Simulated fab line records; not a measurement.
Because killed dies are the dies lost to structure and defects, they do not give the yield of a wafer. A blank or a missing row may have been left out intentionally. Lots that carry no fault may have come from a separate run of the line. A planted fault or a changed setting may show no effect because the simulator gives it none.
fab line records	flow n5-finfet
[record] lots = 24	wafers = 72	last-day = 20
route steps=1938 shown MOL_CONTACT_COAG@604 BEOL_M0_SAQP@659
lots untouched by any fault: they come from a run of this same line in which no faults occurred
start-h: the number of hours between the record's first day and the start of the first shown wafer of the lot	wait-h: hours from the lot's prior step to this one	" repeats the value in the row above	L1.1+2: several wafers, shown together as one row	- value missing, or start not given	* or withheld: withheld	< > ~ a bound
route shown NAME@n: a module of which the file shows steps, and the number in the route of the first	usual: mean and standard deviation over wafers with no fault	same: alike in all rows	chamber/n: place in a boat	sites: per-site readings	_std_site: standard deviation across them	_edge_site: the outer-site mean with the inner-site mean subtracted	radius-mm: how far each site lies from the wafer's centre	mask NAME#n: copy n	behind: tool/chamber where the wafer was last shaped	hold: why the lot was held/for how many hours/how that ended	device: the n, p or np transistor that did not switch	end of line: tests of these same wafers at the route's end	step lacking rows: just its recipe	killed: dies that structure and defects cost at the first sort, which is not the same as the wafer's yield	map: the dies of a wafer, with x for killed, . for not killed, _ for no die there
set.NAME: the setting the step ran with; set.NAME@STEP: the setting that earlier step ran with	model.NAME: the simulator's own value behind a step, which no gauge read
the route's steps for a sample of lots (tables are steps, rows are wafers)
services: a tool's chamber out of use, with start hour (start-h, from the record's first day; less than 0 if before it), hours out, and reason
[[steps]]
[step N5_MOL_CONTACT_COAG_INSPECT_42]
[recipe] mode = adi	inspect-instrument = brightfield
[usual] raw-defect-count = 199/51
lot.wafer	tool	chamber	start-h	wait-h	raw-defect-count
L074.1	defect-inspect-02	-	100.09	0.1	144
L074.3	"	-	"	"	147
L074.5	"	-	"	"	85
L075.1	defect-inspect-01	-	110.57	0.1	202
L075.5	"	-	"	"	190
L075.6	"	-	"	"	187
L076.1	defect-inspect-02	-	112.63	0.1	156
L076.3	"	-	"	"	155
L076.4	"	-	"	"	189
L077.2	defect-inspect-01	-	116.25	0.0	334
L077.5	"	-	"	"	287
L077.6	"	-	"	"	290
L078.2	defect-inspect-01	-	125.59	0.0	248
L078.3	"	-	"	"	211
L078.6	"	-	"	"	287
L079.1	defect-inspect-02	-	129.44	0.1	234
L079.5	"	-	"	"	227
L079.6	"	-	"	"	212
L081.4	defect-inspect-01	-	150.95	0.0	195
L081.5	"	-	"	"	185
L081.6	"	-	"	"	229
L080.1	defect-inspect-01	-	156.37	0.1	370
L080.4	"	-	"	"	193
L080.6	"	-	"	"	148
L082.2	defect-inspect-02	-	156.76	0.0	135
L082.3	"	-	"	"	194
L082.6	"	-	"	"	214
L083.1	defect-inspect-02	-	159.81	0.1	228
L083.4	"	-	"	"	224
L083.5	"	-	"	"	211
L084.1	defect-inspect-02	-	164.12	0.1	170
L084.3	"	-	"	"	243
L084.5	"	-	"	"	210
L085.4	defect-inspect-01	-	168.77	0.0	175
L085.5	"	-	"	"	146
L085.6	"	-	"	"	169
L086.3	defect-inspect-02	-	172.83	0.0	177
L086.4	"	-	"	"	253
L086.5	"	-	"	"	177
L087.2	defect-inspect-02	-	177.15	0.0	125
L087.4	"	-	"	"	156
L087.6	"	-	"	"	162
L088.3	defect-inspect-02	-	184.21	0.0	159
L088.5	"	-	"	"	259
L088.6	"	-	"	"	173
L089.2	defect-inspect-01	-	187.93	0.0	225
L089.3	"	-	"	"	213
L089.5	"	-	"	"	145
L090.1	defect-inspect-01	-	196.23	0.1	251
L090.4	"	-	"	"	249
L090.6	"	-	"	"	239
L091.1	defect-inspect-01	-	205.43	0.1	178
L091.2	"	-	"	"	206
L091.6	"	-	"	"	205
L092.3	defect-inspect-01	-	208.09	0.0	199
L092.5	"	-	"	"	165
L092.6	"	-	"	"	187
L093.1	defect-inspect-01	-	213.13	0.1	283
L093.2	"	-	"	"	148
L093.4	"	-	"	"	158
L095.2	defect-inspect-01	-	225.06	0.0	249
L095.5	"	-	"	"	220
L095.6	"	-	"	"	233
L094.2	defect-inspect-01	-	225.25	0.0	192
L094.3	"	-	"	"	164
L094.6	"	-	"	"	239
L096.1	defect-inspect-01	-	232.50	0.1	151
L096.2	"	-	"	"	186
L096.4	"	-	"	"	185
L097.2	defect-inspect-01	-	238.10	0.0	173
L097.3	"	-	"	"	167
L097.5	"	-	"	"	179
[step N5_MOL_CONTACT_COAG_STRIP_72]
[recipe] chemistry = N2/H2	power-w = 450	temp-c = 40	pressure-mtorr = 20	rf-frequency-hz = 6e+07	overash-fraction = 3	bias-power-w = 7	h2-frac = 0.5	n2-flow-sccm = 200	h2-flow-sccm = 200
[usual] drypump-motor-current-A = 5.8/0.54	oes-product-au = 0.77/0.08	rf-vpp-V = 59.3/2.1	showerhead-plenum-p-Torr = 2.54/0.082	throttle-valve-pct = 23.68/0.26
lot.wafer	tool	chamber	start-h	wait-h	drypump-motor-current-A	oes-product-au	rf-hours-counter-h	rf-vpp-V	showerhead-plenum-p-Torr	throttle-valve-pct
L074.1	rie-diel-03	3	100.72	0.0	6.3	0.76	163	56.7	2.54	23.35
L074.3	"	0	"	"	5.2	0.75	160	57.4	2.54	23.20
L074.5	"	2	"	"	6.5	0.69	-	59.6	2.62	23.75
L075.1	rie-diel-03	0	111.28	0.0	5.2	0.75	164	58.7	2.53	23.23
L075.5	"	2	"	"	6.6	0.72	-	59.8	2.62	23.75
L075.6	"	1	"	"	4.8	0.89	-	58.6	2.70	23.46
L076.1	rie-diel-03	1	113.25	0.0	4.9	0.89	40	58.1	2.69	23.45
L076.3	"	3	"	"	6.3	0.76	166	56.5	2.54	23.35
L076.4	"	2	"	"	6.5	0.72	214	57.0	2.61	23.73
L077.2	rie-diel-03	3	116.96	0.0	6.3	0.75	167	56.1	2.54	23.37
L077.5	"	1	"	"	4.9	0.90	-	60.1	2.69	23.52
L077.6	"	2	"	"	6.5	0.71	-	55.6	2.61	23.74
L078.2	rie-diel-04	3	127.55	0.0	6.0	0.72	193	59.8	2.63	23.54
L078.3	"	0	"	"	5.8	0.71	194	61.1	2.42	23.92
L078.6	"	1	"	"	6.3	0.81	-	63.2	2.56	24.03
L079.1	rie-diel-01	2	130.86	0.0	5.2	0.89	47	62.1	2.58	23.94
L079.5	"	2	"	"	5.2	0.89	-	58.0	2.58	23.96
L079.6	"	1	"	"	6.5	0.68	-	60.5	2.49	23.43
L081.4	rie-diel-01	0	151.85	0.0	6.0	0.91	-	59.3	2.49	23.64
L081.5	"	2	"	"	5.2	0.88	-	61.1	2.58	23.98
L081.6	"	3	"	"	5.8	0.72	-	59.5	2.52	23.67
L080.1	rie-diel-04	0	157.05	0.0	5.8	0.72	202	57.3	2.42	23.96
L080.4	"	2	"	"	5.3	0.69	210	57.7	2.41	23.89
L080.6	"	1	"	"	6.2	0.78	-	61.3	2.55	24.03
L082.2	rie-diel-04	1	157.75	0.0	6.2	0.78	102	58.8	2.55	24.05
L082.3	"	2	"	"	5.3	0.69	210	60.8	2.41	23.89
L082.6	"	1	"	"	6.2	0.79	-	60.4	2.55	24.01
L083.1	rie-diel-04	3	160.44	0.0	6.0	0.71	202	60.1	2.62	23.57
L083.4	"	2	"	"	5.3	0.68	211	58.8	2.41	23.86
L083.5	"	2	"	"	5.3	0.69	-	62.5	2.41	23.85
L084.1	rie-diel-04	3	165.00	0.0	6.0	0.70	204	59.3	2.62	23.57
L084.3	"	2	"	"	5.3	0.69	213	58.3	2.41	23.91
L084.5	"	2	"	"	5.3	0.69	-	60.2	2.41	23.93
L085.4	rie-diel-04	0	169.87	0.0	5.8	0.71	206	59.1	2.41	23.93
L085.5	"	0	"	"	5.8	0.71	-	55.9	2.42	23.94
L085.6	"	3	"	"	6.0	0.73	-	59.1	2.62	23.57
L086.3	rie-diel-03	2	174.13	0.0	6.5	0.68	229	63.7	2.61	23.76
L086.4	"	0	"	"	5.2	0.73	180	60.5	2.53	23.25
L086.5	"	2	"	"	6.6	0.70	-	59.7	2.61	23.76
L087.2	rie-diel-03	3	177.78	0.0	6.3	0.74	182	56.9	2.53	23.35
L087.4	"	0	"	"	5.2	0.75	181	60.0	2.53	23.25
L087.6	"	0	"	"	5.1	0.73	-	58.4	2.53	23.26
L088.3	rie-diel-03	1	185.20	0.0	4.9	0.86	59	59.2	2.69	23.50
L088.5	"	1	"	"	4.9	0.86	-	61.3	2.69	23.54
L088.6	"	2	"	"	6.5	0.69	-	60.4	2.61	23.81
L089.2	rie-diel-01	1	188.56	0.0	6.5	0.95	10	56.4	2.48	23.15
L089.3	"	2	"	"	5.2	0.84	66	60.8	2.57	23.99
L089.5	"	1	"	"	6.5	0.95	-	60.2	2.48	23.16
L090.1	rie-diel-04	2	197.45	0.0	5.3	0.67	224	54.2	2.41	23.92
L090.4	"	3	"	"	6.0	0.70	215	62.2	2.62	23.55
L090.6	"	0	"	"	5.8	0.71	-	58.4	2.41	23.92
L091.1	rie-diel-01	3	206.06	0.0	5.7	0.71	206	57.0	2.51	23.67
L091.2	"	1	"	"	6.5	0.97	15	58.1	2.48	23.13
L091.6	"	0	"	"	6.0	0.89	-	58.4	2.49	23.66
L092.3	rie-diel-01	3	208.75	0.0	5.8	0.71	207	59.2	2.51	23.75
L092.5	"	3	"	"	5.8	0.70	-	58.0	2.51	23.71
L092.6	"	2	"	"	5.2	0.84	-	59.4	2.57	24.02
L093.1	rie-diel-04	3	213.76	0.0	6.0	0.70	217	58.4	2.62	23.58
L093.2	"	2	"	"	5.3	0.67	229	61.2	2.41	23.90
L093.4	"	0	"	"	5.8	0.69	220	59.4	2.41	23.99
L095.2	rie-diel-01	0	225.72	0.0	6.0	0.85	38	58.0	2.48	23.70
L095.5	"	3	"	"	5.8	0.72	-	59.3	2.51	23.70
L095.6	"	0	"	"	6.0	0.85	-	63.5	2.48	23.68
L094.2	rie-diel-03	0	226.04	0.0	5.2	0.72	195	57.6	2.52	23.26
L094.3	"	3	"	"	6.2	0.72	197	57.0	2.52	23.40
L094.6	"	3	"	"	6.3	0.73	-	60.2	2.52	23.40
L096.1	rie-diel-01	3	233.15	0.0	5.8	0.71	216	59.0	2.51	23.69
L096.2	"	0	"	"	6.0	0.85	41	59.9	2.48	23.68
L096.4	"	2	"	"	5.2	0.83	-	58.7	2.57	24.00
L097.2	rie-diel-03	3	238.73	0.0	6.3	0.71	200	59.3	2.52	23.39
L097.3	"	0	"	"	5.2	0.72	198	58.9	2.52	23.28
L097.5	"	0	"	"	5.2	0.71	-	55.9	2.52	23.27
[step N5_MOL_CONTACT_COAG_CVD_140]
[recipe] material = W	target-thk-a = 665	mode = selective-fill	temp-c = 300	time-s = 215
[usual] heater-power-w = 537/75
lot.wafer	tool	chamber	start-h	wait-h	heater-power-w
L074.1	cvd-w-01	1	101.17	0.1	647
L074.3	"	1	"	"	662
L074.5	"	1	"	"	647
L075.1	cvd-w-02	1	111.64	0.1	511
L075.5	"	0	"	"	459
L075.6	"	1	"	"	498
L076.1	cvd-w-01	0	113.61	0.1	501
L076.3	"	1	"	"	635
L076.4	"	0	"	"	506
L077.2	cvd-w-02	0	117.32	0.1	446
L077.5	"	0	"	"	450
L077.6	"	1	"	"	515
L078.2	cvd-w-01	1	127.91	0.1	658
L078.3	"	1	"	"	637
L078.6	"	0	"	"	487
L079.1	cvd-w-01	1	131.22	0.1	645
L079.5	"	0	"	"	503
L079.6	"	1	"	"	629
L081.4	cvd-w-02	1	152.27	0.1	521
L081.5	"	1	"	"	505
L081.6	"	0	"	"	448
L080.1	cvd-w-02	1	157.42	0.1	508
L080.4	"	0	"	"	458
L080.6	"	1	"	"	502
L082.2	cvd-w-01	1	158.11	0.1	629
L082.3	"	0	"	"	497
L082.6	"	1	"	"	623
L083.1	cvd-w-02	1	160.80	0.1	516
L083.4	"	0	"	"	449
L083.5	"	1	"	"	505
L084.1	cvd-w-02	1	165.36	0.1	493
L084.3	"	0	"	"	437
L084.5	"	1	"	"	514
L085.4	cvd-w-02	0	170.35	0.1	450
L085.5	"	1	"	"	506
L085.6	"	0	"	"	462
L086.3	cvd-w-01	0	174.57	0.1	506
L086.4	"	1	"	"	638
L086.5	"	0	"	"	498
L087.2	cvd-w-01	1	178.14	0.1	635
L087.4	"	0	"	"	503
L087.6	"	0	"	"	499
L088.3	cvd-w-01	1	185.64	0.1	648
L088.5	"	0	"	"	502
L088.6	"	1	"	"	667
L089.2	cvd-w-01	1	188.92	0.1	647
L089.3	"	0	"	"	503
L089.5	"	0	"	"	501
L090.1	cvd-w-01	1	197.82	0.1	644
L090.4	"	0	"	"	506
L090.6	"	0	"	"	518
L091.1	cvd-w-02	1	206.42	0.1	504
L091.2	"	0	"	"	449
L091.6	"	1	"	"	507
L092.3	cvd-w-01	1	209.23	0.1	639
L092.5	"	0	"	"	491
L092.6	"	1	"	"	636
L093.1	cvd-w-01	0	214.12	0.1	498
L093.2	"	1	"	"	649
L093.4	"	1	"	"	631
L095.2	cvd-w-01	0	226.08	0.1	512
L095.5	"	0	"	"	510
L095.6	"	1	"	"	650
L094.2	cvd-w-02	1	226.40	0.1	518
L094.3	"	0	"	"	455
L094.6	"	0	"	"	453
L096.1	cvd-w-01	1	233.51	0.1	640
L096.2	"	0	"	"	509
L096.4	"	1	"	"	645
L097.2	cvd-w-02	0	239.09	0.1	443
L097.3	"	1	"	"	519
L097.5	"	0	"	"	446
[step N5_BEOL_M0_SAQP_STRIP_86]
[recipe] chemistry = N2/H2	power-w = 500	temp-c = 40	pressure-mtorr = 50	rf-frequency-hz = 6e+07	overash-fraction = 0.3	bias-power-w = 28	h2-frac = 0.5	n2-flow-sccm = 300	h2-flow-sccm = 300
[usual] drypump-motor-current-A = 5.6/0.31	oes-product-au = 0.76/0.085	rf-vpp-V = 121.7/1.4	showerhead-plenum-p-Torr = 3.32/0.097	throttle-valve-pct = 19.2/0.44
lot.wafer	tool	chamber	start-h	wait-h	drypump-motor-current-A	oes-product-au	rf-hours-counter-h	rf-vpp-V	showerhead-plenum-p-Torr	throttle-valve-pct
L074.1	rie-diel-02	2	107.13	0.1	6.1	0.79	126	123.3	3.51	18.8
L074.3	"	0	"	"	5.1	0.76	159	120.0	3.49	18.5
L074.5	"	2	"	"	6.1	0.78	-	121.5	3.51	18.8
L075.1	rie-diel-06	3	117.99	0.1	5.7	0.70	202	122.2	3.32	19.4
L075.5	"	3	"	"	5.7	0.71	-	122.8	3.32	19.4
L075.6	"	2	"	"	6.1	0.70	-	121.4	3.20	19.0
L076.1	rie-diel-05	1	121.44	0.1	5.3	0.75	133	120.5	3.37	18.6
L076.3	"	2	"	"	5.2	0.77	129	122.5	3.25	19.9
L076.4	"	0	"	"	5.9	0.70	234	120.2	3.32	19.4
L077.2	rie-diel-05	2	124.59	0.1	5.2	0.77	130	119.3	3.25	19.9
L077.5	"	1	"	"	5.4	0.75	-	120.9	3.37	18.7
L077.6	"	0	"	"	6.0	0.69	-	121.1	3.32	19.4
L078.2	rie-diel-05	3	133.35	0.1	5.7	0.70	228	122.0	3.45	19.5
L078.3	"	2	"	"	5.2	0.77	132	121.5	3.25	19.9
L078.6	"	1	"	"	5.3	0.76	-	120.8	3.36	18.6
L079.1	rie-diel-05	1	140.15	0.1	5.3	0.75	137	122.2	3.36	18.7
L079.5	"	0	"	"	5.9	0.69	-	120.8	3.32	19.4
L079.6	"	2	"	"	5.2	0.77	-	121.8	3.25	19.9
L081.4	rie-diel-05	1	159.91	0.1	5.3	0.74	142	122.7	3.36	18.7
L081.5	"	2	"	"	5.2	0.76	-	120.3	3.24	19.9
L081.6	"	3	"	"	5.7	0.69	-	121.8	3.45	19.4
L080.1	rie-diel-02	1	164.38	0.1	5.8	0.97	1	122.6	3.44	19.1
L080.4	"	0	"	"	5.1	0.75	173	123.5	3.48	18.5
L080.6	"	3	"	"	5.2	0.80	-	122.0	3.12	18.6
L082.2	rie-diel-05	1	168.47	0.1	5.3	0.73	145	122.8	3.36	18.7
L082.3	"	2	"	"	5.2	0.76	140	122.8	3.24	19.9
L082.6	"	0	"	"	5.9	0.68	-	123.0	3.31	19.4
L083.1	rie-diel-05	3	169.67	0.1	5.7	0.69	237	123.0	3.45	19.5
L083.4	"	1	"	"	5.4	0.75	145	124.5	3.36	18.7
L083.5	"	1	"	"	5.4	0.75	-	122.0	3.36	18.7
L084.1	rie-diel-06	1	173.48	0.1	5.6	0.92	10	121.7	3.30	19.2
L084.3	"	2	"	"	6.1	0.67	219	120.9	3.19	19.0
L084.5	"	0	"	"	5.9	0.74	-	125.0	3.21	19.5
L085.4	rie-diel-05	3	178.03	0.1	5.7	0.68	240	121.0	3.45	19.5
L085.5	"	2	"	"	5.2	0.77	-	122.4	3.24	19.9
L085.6	"	3	"	"	5.7	0.70	-	121.8	3.45	19.5
L086.3	rie-diel-02	0	180.51	0.1	5.1	0.75	175	121.3	3.48	18.5
L086.4	"	3	"	"	5.2	0.82	109	122.1	3.11	18.6
L086.5	"	1	"	"	5.9	0.94	-	122.3	3.44	19.1
L087.2	rie-diel-05	3	186.90	0.3	5.7	0.68	243	123.3	3.44	19.5
L087.4	"	1	"	"	5.3	0.74	-	124.3	3.36	18.7
L087.6	"	2	"	"	5.2	0.76	-	121.3	3.24	19.9
L088.3	rie-diel-05	1	192.29	0.1	5.4	0.73	154	121.6	3.35	18.7
L088.5	"	1	"	"	5.4	0.74	-	121.0	3.35	18.7
L088.6	"	3	"	"	5.7	0.68	-	121.4	3.44	19.5
L089.2	rie-diel-05	2	197.32	0.1	5.2	0.77	151	122.9	3.24	19.9
L089.3	"	3	"	"	5.7	0.68	248	122.1	3.44	19.5
L089.5	"	1	"	"	5.3	0.75	-	122.5	3.35	18.7
L090.1	rie-diel-05	0	204.09	0.1	5.9	1.01	1	121.3	3.31	19.0
L090.4	"	2	"	"	5.2	0.75	-	121.1	3.24	19.9
L090.6	"	1	"	"	5.3	0.73	-	122.3	3.35	18.7
L091.1	rie-diel-02	1	215.71	0.2	5.8	0.93	15	123.7	3.43	19.2
L091.2	"	0	"	"	5.1	0.74	183	121.0	3.48	18.5
L091.6	"	2	"	"	6.1	0.77	-	123.2	3.50	18.8
L092.3	rie-diel-05	2	216.55	0.1	5.2	0.75	157	120.1	3.23	19.9
L092.5	"	1	"	"	5.4	0.74	-	124.5	3.35	18.7
L092.6	"	2	"	"	5.2	0.75	-	121.4	3.23	19.9
L093.1	rie-diel-06	1	220.25	0.1	5.6	0.90	21	122.4	3.29	19.2
L093.2	"	0	"	"	5.9	0.71	197	121.2	3.21	19.5
L093.4	"	0	"	"	5.9	0.72	-	118.2	3.21	19.5
L095.2	rie-diel-06	0	231.44	0.1	5.9	0.72	201	120.2	3.21	19.5
L095.5	"	3	"	"	5.7	0.68	-	124.6	3.31	19.5
L095.6	"	1	"	"	5.6	0.90	-	120.6	3.29	19.2
L094.2	rie-diel-05	3	234.46	0.1	5.7	1.00	1	121.7	3.44	19.1
L094.3	"	2	"	"	5.2	0.75	163	121.9	3.23	19.9
L094.6	"	1	"	"	5.4	0.73	-	123.0	3.35	18.7
L096.1	rie-diel-06	3	240.80	0.1	5.7	0.68	232	120.6	3.31	19.4
L096.2	"	2	"	"	6.1	0.68	232	120.7	3.19	19.1
L096.4	"	0	"	"	5.9	0.71	204	123.4	3.20	19.5
L097.2	rie-diel-06	1	244.81	0.1	5.6	0.89	28	120.9	3.29	19.2
L097.3	"	0	"	"	5.9	0.71	205	118.3	3.20	19.5
L097.5	"	0	"	"	5.9	0.71	-	120.2	3.20	19.5
[step N5_BEOL_M0_SAQP_SPACER1_ALD_98]
[recipe] material = SiO2	target-thk-a = 128	temp-c = 300	ald-precursor-family = BDEAS	ald-co-reactant = O2-plasma	pulse-time-s = 1	purge-time-s = 2	co-reactant-purge-time-s = 2	ald-cycles = 138	pressure-torr = 2
[usual] heater-power-w = 468/34	precursor-pulse-height-rel = 0.999/0.02
lot.wafer	tool	chamber	start-h	wait-h	heater-power-w	precursor-pulse-height-rel
L074.1	ald-sin-03	2	107.65	0.3	417	1.009
L074.3	"	1	"	"	442	1.020
L074.5	"	0	"	"	514	1.016
L075.1	ald-sin-04	3	118.50	0.3	459	0.978
L075.5	"	2	"	"	465	0.993
L075.6	"	3	"	"	461	0.989
L076.1	ald-sin-04	1	122.25	0.5	520	0.983
L076.3	"	3	"	"	466	1.027
L076.4	"	0	"	"	468	0.992
L077.2	ald-sin-03	1	125.10	0.3	446	1.020
L077.5	"	1	"	"	431	0.993
L077.6	"	2	"	"	431	0.988
L078.2	ald-sin-03	1	134.26	0.7	439	0.996
L078.3	"	3	"	"	436	0.970
L078.6	"	0	"	"	514	1.035
L079.1	ald-sin-01	1	140.67	0.3	511	0.996
L079.5	"	3	"	"	484	0.986
L079.6	"	2	"	"	524	0.996
L081.4	ald-sin-03	0	161.37	1.1	529	0.976
L081.5	"	2	"	"	426	0.989
L081.6	"	3	"	"	444	1.015
L080.1	ald-sin-04	1	165.24	0.6	503	1.016
L080.4	"	0	"	"	472	0.973
L080.6	"	2	"	"	466	1.000
L082.2	ald-sin-01	3	169.09	0.4	488	1.007
L082.3	"	1	"	"	517	1.000
L082.6	"	1	"	"	516	0.974
L083.1	ald-sin-03	3	170.18	0.3	456	1.043
L083.4	"	1	"	"	427	1.016
L083.5	"	1	"	"	440	1.018
L084.1	ald-sin-01	3	174.06	0.3	488	0.999
L084.3	"	1	"	"	519	1.000
L084.5	"	3	"	"	478	1.040
L085.4	ald-sin-04	2	180.51	2.1	466	0.952
L085.5	"	1	"	"	532	0.993
L085.6	"	0	"	"	472	0.985
L086.3	ald-sin-03	2	181.09	0.2	416	1.030
L086.4	"	0	"	"	506	0.997
L086.5	"	3	"	"	452	0.971
L087.2	ald-sin-03	3	188.26	1.1	440	0.987
L087.4	"	0	"	"	514	1.009
L087.6	"	3	"	"	443	1.000
L088.3	ald-sin-03	2	193.15	0.5	418	1.006
L088.5	"	1	"	"	440	1.015
L088.6	"	0	"	"	525	1.001
L089.2	ald-sin-01	1	197.83	0.3	480	0.997
L089.3	"	3	"	"	452	1.013
L089.5	"	3	"	"	454	0.997
L090.1	ald-sin-04	0	205.04	0.7	470	1.035
L090.4	"	1	"	"	523	0.999
L090.6	"	2	"	"	466	0.967
L091.1	ald-sin-03	2	216.22	0.3	437	0.989
L091.2	"	1	"	"	439	1.013
L091.6	"	1	"	"	424	0.964
L092.3	ald-sin-03	1	217.06	0.1	434	1.020
L092.5	"	2	"	"	428	1.004
L092.6	"	1	"	"	437	0.983
L093.1	ald-sin-04	0	221.02	0.3	447	0.960
L093.2	"	3	"	"	476	0.984
L093.4	"	2	"	"	472	0.972
L095.2	ald-sin-04	3	231.95	0.3	472	0.977
L095.5	"	2	"	"	473	0.983
L095.6	"	3	"	"	470	0.990
L094.2	ald-sin-03	0	234.97	0.3	509	0.997
L094.3	"	3	"	"	439	1.001
L094.6	"	2	"	"	432	1.040
L096.1	ald-sin-01	3	241.31	0.3	442	1.029
L096.2	"	0	"	"	437	0.957
L096.4	"	1	"	"	486	0.999
L097.2	ald-sin-03	0	245.33	0.3	499	1.006
L097.3	"	2	"	"	427	1.015
L097.5	"	3	"	"	450	0.981
[step N5_BEOL_M0_SAQP_ETCH_101]
[recipe] chemistry = CH3F/O2	target = SiNx	mask-material = SiO2	target-depth-a = 299	time-s = 42.7	pressure-mtorr = 30	source-w = 395	bias-w = 73	Ar_flow_sccm = 150	CH3F_flow_sccm = 30	O2_flow_sccm = 20	ion-energy-ev = 120
[usual] drypump-motor-current-A = 5.6/0.32	oes-product-au = 0.77/0.096	rf-vpp-V = 297/3.5	showerhead-plenum-p-Torr = 1.97/0.067	throttle-valve-pct = 16.46/0.26
lot.wafer	tool	chamber	start-h	wait-h	drypump-motor-current-A	oes-product-au	rf-hours-counter-h	rf-vpp-V	showerhead-plenum-p-Torr	throttle-valve-pct
L074.1	rie-diel-02	1	108.36	0.0	5.8	0.68	245	296	2.06	16.59
L074.3	"	0	"	"	5.1	0.77	159	303	2.09	16.19
L074.5	"	3	"	"	5.1	0.83	-	293	1.86	16.30
L075.1	rie-diel-06	3	119.22	0.0	5.7	0.71	202	299	1.98	16.83
L075.5	"	3	"	"	5.7	0.70	-	300	1.98	16.83
L075.6	"	2	"	"	6.1	0.70	-	296	1.90	16.31
L076.1	rie-diel-02	2	122.96	0.0	6.1	0.78	130	304	2.09	16.03
L076.3	"	1	"	"	5.8	0.67	249	299	2.06	16.61
L076.4	"	0	"	"	5.1	0.76	162	302	2.09	16.17
L077.2	rie-diel-05	1	125.81	0.0	5.4	0.75	134	294	2.00	16.22
L077.5	"	0	"	"	5.9	0.69	-	302	1.98	16.76
L077.6	"	1	"	"	5.4	0.76	-	293	2.00	16.22
L078.2	rie-diel-06	3	134.97	0.0	5.7	0.70	206	298	1.98	16.84
L078.3	"	1	"	"	5.6	0.99	2	292	1.96	16.30
L078.6	"	0	"	"	5.9	0.74	-	298	1.91	16.54
L079.1	rie-diel-05	2	141.47	0.0	5.2	0.77	133	294	1.92	16.77
L079.5	"	1	"	"	5.3	0.76	-	293	2.00	16.22
L079.6	"	2	"	"	5.2	0.77	-	294	1.92	16.78
L081.4	rie-diel-06	3	162.08	0.0	5.7	0.70	210	299	1.98	16.86
L081.5	"	0	"	"	5.9	0.74	-	296	1.91	16.55
L081.6	"	1	"	"	5.6	0.97	-	292	1.96	16.30
L080.1	rie-diel-02	3	165.96	0.0	5.2	0.80	103	294	1.85	16.32
L080.4	"	1	"	"	5.8	0.98	2	299	2.05	16.14
L080.6	"	0	"	"	5.1	0.75	-	303	2.08	16.21
L082.2	rie-diel-05	1	169.80	0.0	5.3	0.75	145	294	1.99	16.24
L082.3	"	2	"	"	5.2	0.76	140	295	1.92	16.79
L082.6	"	1	"	"	5.4	0.74	-	294	1.99	16.24
L083.1	rie-diel-06	2	170.90	0.0	6.1	0.69	218	296	1.90	16.33
L083.4	"	1	"	"	5.6	0.95	9	291	1.96	16.33
L083.5	"	0	"	"	5.9	0.73	-	297	1.91	16.55
L084.1	rie-diel-06	3	175.00	0.0	5.7	0.69	214	300	1.98	16.87
L084.3	"	0	"	"	5.9	0.72	186	298	1.91	16.56
L084.5	"	0	"	"	5.9	0.73	-	296	1.91	16.55
L085.4	rie-diel-06	1	181.19	0.2	5.6	0.95	12	292	1.96	16.33
L085.5	"	3	"	"	5.7	0.70	-	300	1.98	16.87
L085.6	"	0	"	"	5.9	0.72	-	297	1.91	16.57
L086.3	rie-diel-02	2	181.80	0.0	6.1	0.76	146	302	2.09	16.06
L086.4	"	3	"	"	5.2	0.80	109	292	1.85	16.32
L086.5	"	1	"	"	5.8	0.96	-	298	2.05	16.15
L087.2	rie-diel-06	0	188.97	0.0	5.9	0.72	191	297	1.91	16.55
L087.4	"	3	"	"	5.7	0.68	218	298	1.98	16.87
L087.6	"	1	"	"	5.6	0.93	-	294	1.96	16.33
L088.3	rie-diel-05	1	193.87	0.0	5.4	0.73	155	294	1.99	16.26
L088.5	"	2	"	"	5.2	0.76	-	294	1.92	16.80
L088.6	"	3	"	"	5.7	0.68	-	299	2.05	16.83
L089.2	rie-diel-02	1	198.59	0.1	5.8	0.93	12	296	2.05	16.14
L089.3	"	3	"	"	5.2	0.80	114	291	1.85	16.33
L089.5	"	3	"	"	5.2	0.80	-	293	1.85	16.32
L090.1	rie-diel-05	1	205.76	0.0	5.3	0.75	159	293	1.99	16.25
L090.4	"	1	"	"	5.3	0.73	-	293	1.99	16.27
L090.6	"	2	"	"	5.2	0.75	-	293	1.92	16.82
L091.1	rie-diel-06	2	216.94	0.0	6.1	0.68	228	297	1.89	16.35
L091.2	"	0	"	"	5.9	0.72	196	297	1.90	16.58
L091.6	"	3	"	"	5.7	0.69	-	298	1.98	16.87
L092.3	rie-diel-05	2	217.78	0.0	5.2	0.74	158	294	1.91	16.84
L092.5	"	2	"	"	5.2	0.75	-	294	1.91	16.82
L092.6	"	0	"	"	5.9	0.97	-	303	1.98	16.32
L093.1	rie-diel-06	0	221.74	0.0	5.9	0.72	198	297	1.90	16.58
L093.2	"	1	"	"	5.6	0.91	22	293	1.96	16.35
L093.4	"	3	"	"	5.7	0.69	-	300	1.98	16.87
L095.2	rie-diel-06	3	232.66	0.0	5.7	0.68	229	300	1.97	16.88
L095.5	"	3	"	"	5.7	0.69	-	297	1.97	16.89
L095.6	"	0	"	"	5.9	0.72	-	296	1.90	16.60
L094.2	rie-diel-05	1	235.85	0.2	5.3	0.73	168	294	1.99	16.28
L094.3	"	3	"	"	5.7	0.98	2	299	2.05	16.36
L094.6	"	0	"	"	5.9	0.96	-	301	1.97	16.32
L096.1	rie-diel-02	2	242.02	0.0	6.1	0.76	161	302	2.08	16.09
L096.2	"	0	"	"	5.1	0.74	190	302	2.08	16.24
L096.4	"	1	"	"	5.8	0.92	21	298	2.05	16.18
L097.2	rie-diel-06	1	246.04	0.0	5.6	0.89	28	293	1.96	16.35
L097.3	"	2	"	"	6.1	0.67	233	295	1.89	16.35
L097.5	"	1	"	"	5.6	0.89	-	292	1.96	16.36
[[services]]
tool	chamber	start-h	hours	kind
ald-sin-01	-	77.27	1.1	repair
ald-sin-03	-	85.26	14.0	pm
rie-diel-03	3	94.86	2.8	repair
cvd-w-01	0	100.92	7.6	repair
rie-diel-06	1	114.94	7.7	repair
rie-diel-04	-	116.95	2.8	pm
rie-diel-06	1	125.01	2.9	repair
ald-sin-01	3	130.77	3.8	repair
cvd-w-01	1	133.97	2.0	repair
rie-diel-05	3	137.84	4.4	repair
ald-sin-01	3	151.62	5.5	repair
cvd-w-01	-	156.43	1.3	repair
ald-sin-01	3	162.58	5.4	repair
rie-diel-02	0	167.44	8.3	repair
ald-sin-04	3	176.50	16.5	repair
rie-diel-05	-	180.15	0.6	repair
cvd-w-02	-	182.41	2.8	pm
rie-diel-04	3	203.78	9.4	repair
ald-sin-03	1	207.66	5.8	repair
ald-sin-03	0	214.54	3.8	repair
rie-diel-04	3	215.41	11.3	repair
rie-diel-06	2	218.65	12.9	repair
rie-diel-01	1	219.97	25.1	repair
rie-diel-02	3	245.31	7.2	repair
[[key]]
fault none
